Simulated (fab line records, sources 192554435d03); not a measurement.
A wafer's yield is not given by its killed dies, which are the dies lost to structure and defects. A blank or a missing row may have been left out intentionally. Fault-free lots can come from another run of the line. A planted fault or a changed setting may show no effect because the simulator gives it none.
Which tool is to blame?    flow n5_finfet    33 wafers from 12 lots sampled at 5 of the route's 1938 steps

WHAT THE GAUGES SHOWED, per wafer
The record lacks any reading of a measuring or inspecting step that a usual standard deviation could be used to judge.

TOOL THAT RAN EACH LOT (tool first, then ch and the chambers of the sampled wafers, then the start)
lot   N5_BEOL_M11_ETCH_41                            N5_BEOL_M11_ALD_74                   N5_BEOL_M11_SPUTTER_48        N5_BEOL_M11_ANNEAL_51             N5_PASSIVATION_PROBE_49
L810  rie_diel-06 ch 1,3, day 13 20:02 or earlier    ald_metal-01 ch 0,1,3, day 13 20:02  pvd_sputter-01, day 13 20:36  rtp_anneal-01 ch 0, day 13 20:53  -
L811  rie_diel-03 ch 1,2, day 14 02:56 or earlier    ald_metal-01 ch 0,2,3, day 14 02:56  pvd_sputter-01, day 14 03:30  rtp_anneal-02 ch 0, day 14 03:49  -
L815  rie_diel-06 ch 0,2,3, day 14 18:13 or earlier  ald_metal-04 ch 0,1,2, day 14 18:13  pvd_sputter-03, day 14 18:52  rtp_anneal-01 ch 0, day 14 19:05  -
L813  rie_diel-02 ch 1,3, day 15 02:31 or earlier    ald_metal-01 ch 1,3, day 15 02:31    pvd_sputter-02, day 15 03:02  rtp_anneal-02 ch 0, day 15 05:47  -
L817  rie_diel-03 ch 0,2, day 15 07:02 or earlier    ald_metal-01 ch 1,3, day 15 07:02    pvd_sputter-03, day 15 07:59  rtp_anneal-02 ch 0, day 15 08:16  -
L812  rie_diel-03 ch 0,2,3, day 15 10:54 or earlier  ald_metal-02 ch 0,1, day 15 10:54    pvd_sputter-02, day 15 11:32  rtp_anneal-01 ch 0, day 15 11:57  -
L820  rie_diel-03 ch 0,2, day 16 04:17 or earlier    ald_metal-01 ch 0,2, day 16 04:17    pvd_sputter-01, day 16 05:20  rtp_anneal-01 ch 0, day 16 05:39  prober-01, day 17 21:26
L824  rie_diel-02 ch 0,2, day 18 00:58 or earlier    ald_metal-04 ch 0,1,3, day 18 00:58  pvd_sputter-01, day 18 01:44  rtp_anneal-02 ch 0, day 18 02:20  -
L827  rie_diel-02 ch 0,1,3, day 18 08:11 or earlier  ald_metal-01 ch 0,3, day 18 08:11    pvd_sputter-03, day 18 08:53  rtp_anneal-01 ch 0, day 18 09:07  -
L831  rie_diel-02 ch 0,2,3, day 19 01:25 or earlier  ald_metal-04 ch 0,1,2, day 19 01:25  pvd_sputter-03, day 19 03:32  rtp_anneal-02 ch 0, day 19 03:46  -
L830  rie_diel-06 ch 0,1,3, day 19 03:43 or earlier  ald_metal-04 ch 1,2,3, day 19 03:43  pvd_sputter-02, day 19 04:27  rtp_anneal-02 ch 0, day 19 05:05  -
L829  rie_diel-03 ch 0,1,2, day 20 11:47 or earlier  ald_metal-04 ch 0,2,3, day 20 11:47  pvd_sputter-03, day 20 13:25  rtp_anneal-01 ch 0, day 20 13:49  -
- N5_BEOL_M11_ETCH_41: etches SiCN in CH3F/O2, target depth 42.6 nm, time 86 s.
- N5_BEOL_M11_ALD_74: deposits TaN, target thk 2 nm, pulse time 2 s, purge time 3 s.
- N5_BEOL_M11_SPUTTER_48: material Cu, target thk 12 nm, time 2 s.
- N5_BEOL_M11_ANNEAL_51: time 90 s.
- N5_PASSIVATION_PROBE_49

WHAT THE TOOLS THEMSELVES READ (means of the sampled wafers that have a number; where no wafer has one, the mark that the record gives instead)
N5_BEOL_M11_ETCH_41.
lot   tool         chamber_pressure_mTorr (mTorr)  drypump_motor_current_A (A)  oes_product_au (a.u.)  rf_vpp_V (V)  showerhead_plenum_p_Torr (Torr)  throttle_valve_pct (%)
L810  rie_diel-06  29.983                          5.4                          0.91                   297.0         1.97                             16.13
L811  rie_diel-03  30.008                          6.1                          0.88                   298.7         2.07                             16.17
L815  rie_diel-06  30.032                          5.6                          0.81                   296.9         2.00                             16.16
L813  rie_diel-02  30.029                          5.7                          0.73                   297.6         1.99                             16.30
L817  rie_diel-03  30.011                          6.2                          0.80                   299.1         2.02                             16.03
L812  rie_diel-03  29.992                          5.9                          0.82                   299.3         2.06                             16.13
L820  rie_diel-03  29.977                          6.2                          0.80                   297.8         2.02                             16.05
L824  rie_diel-02  29.993                          5.7                          0.83                   295.7         1.92                             16.41
L827  rie_diel-02  30.024                          5.7                          0.77                   297.4         1.98                             16.35
L831  rie_diel-02  30.002                          5.8                          0.76                   296.4         1.95                             16.44
L830  rie_diel-06  29.996                          5.7                          0.82                   296.1         1.98                             16.15
L829  rie_diel-03  30.006                          6.1                          0.80                   298.4         2.02                             16.24

N5_BEOL_M11_ALD_74.
lot   tool          heater_power_w (W)  precursor_vessel_pressure_torr (Torr)  precursor_vessel_temp_c (C)
L810  ald_metal-01  382                 26.21                                  74.94
L811  ald_metal-01  395                 26.24                                  74.98
L815  ald_metal-04  411                 26.33                                  74.87
L813  ald_metal-01  370                 26.25                                  74.93
L817  ald_metal-01  372                 26.26                                  75.05
L812  ald_metal-02  420                 26.19                                  75.00
L820  ald_metal-01  408                 26.29                                  74.87
L824  ald_metal-04  401                 26.21                                  75.02
L827  ald_metal-01  376                 26.23                                  74.97
L831  ald_metal-04  402                 26.25                                  74.90
L830  ald_metal-04  414                 26.21                                  74.97
L829  ald_metal-04  435                 26.31                                  75.16

N5_BEOL_M11_SPUTTER_48.
lot   tool            throttle_valve_pct (%)
L810  pvd_sputter-01  30.5
L811  pvd_sputter-01  30.4
L815  pvd_sputter-03  29.9
L813  pvd_sputter-02  30.2
L817  pvd_sputter-03  30.5
L812  pvd_sputter-02  30.4
L820  pvd_sputter-01  30.6
L824  pvd_sputter-01  30.0
L827  pvd_sputter-03  30.3
L831  pvd_sputter-03  29.9
L830  pvd_sputter-02  30.5
L829  pvd_sputter-03  30.6

N5_BEOL_M11_ANNEAL_51.
lot   tool           wafer_temp_C_max
L810  rtp_anneal-01  225.80
L811  rtp_anneal-02  226.03
L815  rtp_anneal-01  225.82
L813  rtp_anneal-02  225.83
L817  rtp_anneal-02  226.02
L812  rtp_anneal-01  225.92
L820  rtp_anneal-01  225.72
L824  rtp_anneal-02  225.79
L827  rtp_anneal-01  226.06
L831  rtp_anneal-02  225.78
L830  rtp_anneal-02  226.18
L829  rtp_anneal-01  225.72

N5_PASSIVATION_PROBE_49.
lot   tool       defect_limited_yield (%)  killed_at_M0_to_M3  killed_at_M4_up  killed_at_contacts  killed_at_front_end  killed_at_other  killed_dies  killed_open  killed_short  sort_bin_4_leakage (%)  sort_bin_5_function (%)  sort_bin_6_memory (%)  sort_n_pass  sort_yield_pct (%)
L820  prober-01  92.1                      38                  11               9                   33                   2.0              93           56           34            0.08                    4.2                      3.3                    1087         92.1

THE ANSWER, worked out from the rows above alone
Rule: the lots themselves supply what counts as usual. The widest of any qualifying gaps counts: lots, ordered by their means at a reading, are off when they make up no more than a third of the lots, leave a main group of 4 or more, and stand apart from it by 3 or more times the standard deviation of that group's means. Not used: any main group whose means are identical at the precision the tables above print for the reading. Also off: a lot with no number at a reading for which 4 or more lots have one. All remaining lots with rows at the step are treated as sound. Order of review: gauges by route order, followed by the tools' own readings, for which a lot's mean as printed above is used. The first step at which some lot is off is used, and at that step the reading that is off furthest; a lot without a number counts as furthest.
None of the lots is off at any reading shown; this tells nothing.

WHAT HAD BEEN PUT IN BY THE SIMULATOR
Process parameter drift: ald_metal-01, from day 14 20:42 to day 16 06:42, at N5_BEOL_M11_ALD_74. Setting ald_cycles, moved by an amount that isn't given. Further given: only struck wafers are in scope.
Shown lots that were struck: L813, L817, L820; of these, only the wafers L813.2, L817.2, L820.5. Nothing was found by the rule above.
